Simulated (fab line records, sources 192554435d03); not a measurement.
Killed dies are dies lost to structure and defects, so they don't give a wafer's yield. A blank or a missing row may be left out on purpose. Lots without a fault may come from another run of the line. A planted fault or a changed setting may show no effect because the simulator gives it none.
Chamber matching | flow n5_finfet | N5_BEOL_M3_STRIP_19 on rie_diel-02: 4 sister chambers
The step strips in O2. 4 wafers are shown with their chamber, then 7 later ones without.

WAFERS WITH THEIR CHAMBER
wafer  | chamber | showerhead_plenum_p_Torr (Torr)
L088.6 | 1       | 2.02
L090.2 | 2       | 1.93
L093.1 | 0       | 2.07
L093.5 | 3       | 2.19

WAFERS WITHOUT THEIR CHAMBER
wafer  | showerhead_plenum_p_Torr (Torr)
L093.6 | 2.07
L094.2 | 1.92
L094.3 | 2.19
L094.4 | 2.02
L095.2 | 2.07
L095.3 | 2.19
L095.5 | 2.19

WHICH CHAMBER EACH WENT THROUGH
wafer  | from the rows above | in truth
L093.6 | 0                   | 0
L094.2 | 2                   | 2
L094.3 | 3                   | 3
L094.4 | 1                   | 1
L095.2 | 0                   | 0
L095.3 | 3                   | 3
L095.5 | 3                   | 3
Placed correctly: 7 of 7. Can't be placed from these rows: 0. Placed wrongly: 0.
How it was worked out, from the rows above alone: a wafer's distance from a chamber is the root of the sum, over the readings, of the square of ((its reading less the chamber's mean) divided by the reading's scatter). The wafer belongs to the nearest chamber; if the next one is less than 2 further off, it can't be placed. A chamber's mean is the mean of its shown wafers. The scatter: with one shown wafer a chamber, the root of the mean of the squares of how far each hidden wafer lies from its nearest shown one.
